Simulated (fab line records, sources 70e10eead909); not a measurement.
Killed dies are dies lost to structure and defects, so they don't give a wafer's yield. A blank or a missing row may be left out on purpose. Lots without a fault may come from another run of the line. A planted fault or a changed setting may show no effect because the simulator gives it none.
fab line records | flow nand_harc
record lots=6 wafers=18 last_day=32
route steps=1302 shown A_STAIRCASE@837
lots that met no fault: from a run of the same line without faults
start_h: hours from the record's first day to the start of the lot's first wafer shown | wait_h: hours since the lot's step before | " the same as in the row above | L1.1+2: a row that stands for several wafers | - no value, or no start given | * or withheld: withheld | < > ~ a bound
route shown NAME@n: a module of which the file shows steps, and the number in the route of the first | usual: mean/standard deviation of fault-free wafers | same: alike in all rows | chamber/n: place in a boat | sites: the reading at each site | _std_site: their standard deviation | _edge_site: outer sites' mean less inner sites' | radius_mm: how far each site lies from the wafer's centre | mask NAME#n: copy n | behind: the tool/chamber that last shaped the wafer | hold: why the lot was held/for how many hours/how that ended | device: the transistor (n, p or np) that didn't switch | end of line: the same wafers' tests at the end of the route | a step without rows: its recipe alone | killed: dies lost to structure and defects at the first sort, not the wafer's yield | map: a wafer's dies, x killed, . not, _ none there
set.NAME: the setting as run; set.NAME@STEP: as run at that earlier step | model.NAME: the simulator's own value behind a step, which no gauge read
lots at some steps of the route; a table a step, a row a wafer
services: from which hour (start_h, from the record's first day; less than 0 if before it) a tool's chamber was out of use, for how many hours, and why
## steps
# step NHARC_A_STAIRCASE_STRIP_317
# recipe time_s=900 temp_c=130 chemistry=SPM
# step NHARC_A_STAIRCASE_PRECLEAN_318
# recipe time_s=* temp_c=50 bath_age_min=0 chemistry=SC1
# step NHARC_A_STAIRCASE_SRD_329
# step NHARC_A_STAIRCASE_ALD_415
# recipe target_thk_a=300 pulse_time_s=6 ald_cycles=300 temp_c=300 material=SiO2
# step NHARC_A_STAIRCASE_ETCHBACK_416
# recipe target_depth_a=360 time_s=7.2 c4f8_flow_sccm=withheld o2_flow_sccm=8 ar_flow_sccm=withheld rf_w=600 bias_w=800 chemistry=C4F8/O2/Ar
# usual oes_product_au=0.934/0.029 rf_vpp_V=723/4.8
# columns lot.wafer tool chamber start_h wait_h oes_product_au rf_hours_counter_h rf_vpp_V
L928.2 rie_diel-02 0 - - 0.995 7 722
L928.1 " 2 " " 0.997 6 720
L928.4 " 3 " " 0.984 8 731
L931.3 rie_diel-03 0 - - 0.924 50 718
L931.4 " 1 " " 0.922 52 717
L931.6 " 2 " " 0.925 - 730
L934.1 rie_diel-03 1 - - 0.991 5 718
L934.3 " 3 " " 0.995 4 720
L934.2 " 0 " " 0.994 4 719
L937.1 rie_diel-02 0 - - 0.919 37 722
L937.2 " 2 " " 0.929 37 720
L937.3 " 3 " " 0.912 37 729
L945.4 rie_diel-11 2 - - 0.930 45 714
L945.6 " 1 " " 0.924 - 720
L945.5 " 2 " " 0.928 - 715
L947.3 rie_diel-02 2 - - 0.919 7 720
L947.6 " 3 " " 0.895 - 729
L947.5 " 0 " " 0.911 - 721
# step NHARC_A_STAIRCASE_STRIP_476
# recipe time_s=20 o2_flow_sccm=500 ar_flow_sccm=0 bias_w=0 chemistry=O2
# usual drypump_motor_current_A=6.0/0.38 mfc_ar_sccm=0.004/0.0098 oes_product_au=0.996/0.0091 rf_vpp_V=57.7/0.92 showerhead_plenum_p_Torr=3.52/0.17 throttle_valve_pct=17.036/0.0093
# columns lot.wafer tool chamber start_h wait_h drypump_motor_current_A mfc_ar_sccm oes_product_au rf_hours_counter_h rf_vpp_V showerhead_plenum_p_Torr throttle_valve_pct
L928.1 rie_diel-02 2 420.69 0.1 5.6 0 0.998 6 58.2 3.43 17.035
L928.2 " 3 " " 5.8 0 0.984 8 58.3 3.77 17.043
L928.4 " 1 " " 5.8 0.029 1.000 5 58.7 3.68 17.054
L931.3 rie_diel-03 3 433.91 0.1 6.3 0 0.988 35 58.1 3.45 17.011
L931.4 " 2 " " 6.7 0.030 0.993 52 59.2 3.78 17.035
L931.6 " 0 " " 6.4 0 0.997 - 57.9 3.38 17.033
L934.1 rie_diel-03 0 476.33 0.1 6.3 0 1.005 4 57.3 3.37 17.030
L934.3 " 1 " " 6.1 0 0.998 5 58.0 3.34 17.042
L934.2 " 3 " " 6.3 0 0.991 4 58.1 3.45 17.042
L937.3 rie_diel-02 1 506.55 0.3 5.8 0.029 1.015 36 57.5 3.66 17.047
L937.2 " 2 " " 5.5 0 1.005 38 57.5 3.41 17.040
L937.1 " 3 " " 5.8 0 0.991 38 59.6 3.76 17.022
L945.4 rie_diel-11 0 581.35 0.1 5.8 0 0.996 47 57.8 3.52 17.036
L945.5 " 0 " " 5.9 0 0.997 - 58.5 3.52 17.022
L945.6 " 1 " " 5.5 0 0.986 - 58.0 3.46 17.041
L947.3 rie_diel-02 1 600.04 0.1 5.8 0.029 1.004 6 56.8 3.65 17.043
L947.5 " 1 " " 5.7 0.029 0.999 - 55.1 3.65 17.032
L947.6 " 2 " " 5.6 0 0.990 - 57.9 3.40 17.028
# step NHARC_A_STAIRCASE_DEP_417
# recipe target_thk_a=600 step_coverage_pct=20 temp_c=400 target_thk_nm=60 flow_sccm=200 rf_w=450 material=Si3N4
# usual heater_power_w=706/120
# columns lot.wafer tool chamber start_h wait_h heater_power_w since_wet_clean_h
L928.1 pecvd-04 0 420.83 - 883 139
L928.2 " 1 " " 648 139
L928.4 " 0 " " 894 -
L931.3 pecvd-04 1 434.17 - 652 152
L931.6 " 1 " " 672 -
L931.4 " 2 " " 622 -
L934.2 pecvd-04 1 476.43 - 610 13
L934.3 " 2 " " 571 14
L934.1 " 0 " " 838 14
L937.1 pecvd-04 2 506.65 - 656 44
L937.2 " 0 " " 755 44
L937.3 " 1 " " 589 44
L945.4 pecvd-03 0 581.58 - 872 -
L945.6 " 1 " " 726 -
L945.5 " 2 " " 523 -
L947.3 pecvd-01 2 600.14 - 647 95
L947.5 " 2 " " 652 -
L947.6 " 0 " " 708 -
# step NHARC_A_STAIRCASE_WET_418
# recipe temp_c=160 target_depth_a=200 chemistry=H3PO4
# step NHARC_A_STAIRCASE_PRECLEAN_419
# recipe time_s=* temp_c=50 bath_age_min=0 chemistry=SC1
# step NHARC_A_STAIRCASE_SRD_421
# step NHARC_A_STAIRCASE_ALD_420
# recipe target_thk_a=200 pulse_time_s=6 ald_cycles=200 temp_c=300 material=SiO2
# usual heater_power_w=449/35 precursor_pulse_height_rel=0.998/0.022
# columns lot.wafer tool chamber start_h wait_h heater_power_w precursor_pulse_height_rel since_wet_clean_h
L928.1 ald_hk-01 1 423.49 - 423 1.018 115
L928.2 " 2 " " 459 0.965 115
L928.4 " 0 " " 445 0.978 116
L931.3 ald_hk-02 3 436.98 - 374 0.991 77
L931.4 " 1 " " 425 1.029 78
L931.6 " 3 " " 365 1.018 -
L934.2 ald_hk-02 3 479.15 - 374 0.999 120
L934.3 " 0 " " 437 0.972 120
L934.1 " 2 " " 458 1.026 120
L937.1 ald_hk-01 1 509.37 - 435 1.004 23
L937.3 " 2 " " 438 0.997 23
L937.2 " 3 " " 416 0.968 23
L945.4 ald_hk-03 3 584.16 - 505 0.993 4
L945.6 " 3 " " 509 0.980 -
L945.5 " 0 " " 497 1.022 -
L947.3 ald_hk-03 0 603.28 - 501 0.997 23
L947.5 " 3 " " 490 1.028 -
L947.6 " 0 " " 495 0.986 -
# step NHARC_A_STAIRCASE_CVD_552
# recipe target_thk_a=400 temp_c=700 pressure_mtorr=300 material=SiNx
# columns lot.wafer tool chamber start_h wait_h
L928.1+2+4 lpcvd-01 0 428.05 -
L931.3+4+6 lpcvd-01 0 439.77 -
L934.1+2+3 lpcvd-02 0 483.69 -
L934.1+2+3 lpcvd-01 0 490.89 4.0
L937.1+2+3 lpcvd-02 0 513.93 -
L937.1+2+3 lpcvd-02 0 520.29 3.2
L945.4+5+6 lpcvd-02 1 588.71 -
L947.3+5+6 lpcvd-02 0 604.66 -
# step NHARC_A_STAIRCASE_DEP_151
# recipe target_thk_a=72000 temp_c=400 target_thk_nm=7200 teos_flow_sccm=200 rf_w=500 material=SiO2
# usual heater_power_w=644/130
# columns lot.wafer tool chamber start_h wait_h heater_power_w since_wet_clean_h
L928.2 pecvd-03 1 431.77 0.5 795 53
L928.1 " 2 " " 425 53
L928.4 " 0 " " 749 -
L931.3 pecvd-03 1 443.50 0.6 782 65
L931.6 " 2 " " 437 -
L931.4 " 0 " " 752 -
L934.3 pecvd-03 2 494.76 0.7 492 116
L934.2 " 0 " " 869 116
L934.1 " 1 " " 723 116
L937.1 pecvd-03 0 524.19 0.7 881 145
L937.3 " 1 " " 762 145
L937.2 " 2 " " 485 145
L945.6 pecvd-04 0 592.59 0.7 681 -
L945.4 " 1 " " 565 -
L945.5 " 2 " " 516 -
L947.3 pecvd-01 2 608.52 0.7 696 103
L947.5 " 0 " " 665 -
L947.6 " 2 " " 550 -
## services
# columns tool chamber start_h hours kind
rie_diel-02 0 402.88 - clean
rie_diel-02 1 402.88 - clean
rie_diel-02 1 402.88 - consumable_replace:focus_ring
rie_diel-02 2 402.88 - clean
rie_diel-02 3 402.88 - clean
lpcvd-02 - 410.13 1.0 repair
rie_diel-11 0 426.88 5.3 repair
rie_diel-02 0 427.39 - clean
rie_diel-02 1 427.39 - clean
rie_diel-11 - 432.53 9.0 pm
rie_diel-03 1 437.05 22.3 repair
pecvd-04 - 450.00 13.0 pm
rie_diel-03 - 458.43 9.0 pm
ald_hk-01 - 476.55 10.0 pm
rie_diel-11 2 480.26 1.8 repair
pecvd-01 - 492.27 13.0 pm
rie_diel-02 3 492.94 4.1 repair
pecvd-04 - 517.48 0.6 repair
pecvd-03 - 547.01 13.0 pm
rie_diel-03 0 558.29 5.3 repair
rie_diel-02 - 570.93 9.0 pm
pecvd-04 - 572.33 1.0 repair
rie_diel-03 3 593.75 15.1 repair
pecvd-04 - 598.19 0.7 repair
## key
first_sign step=NHARC_A_STAIRCASE_CVD_552 reading=visit direction=added
effect none on later readings
met_at NHARC_A_STAIRCASE_CVD_552
struck_wafers L934.1,L934.2,L934.3,L937.1,L937.2,L937.3
later_rows_left_out L934.1,L934.2,L934.3,L937.1,L937.2,L937.3
sort_left_out L934.1,L934.2,L934.3,L937.1,L937.2,L937.3
tester_left_out L934,L937
fault kind=repeated_step_whole tool=lpcvd-01,lpcvd-02 chamber=- onset_h=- steps=NHARC_A_STAIRCASE_CVD_552 times=1 scope=struck_lots_only
# tester_left_out: of these lots the tester's yield and bins aren't shown, on N5 and GAA mostly nor the transistor test; their killed dies are dies lost to structure and defects alone, not to doping, threshold or leakage, so they don't give the yield
# sort_left_out: the simulated sort isn't trusted on such a fault, so these wafers' sort isn't shown, and their yield isn't known
# later_rows_left_out: the simulator's readings of these wafers behind a module that went badly wrong aren't trusted and aren't shown, but for the sort
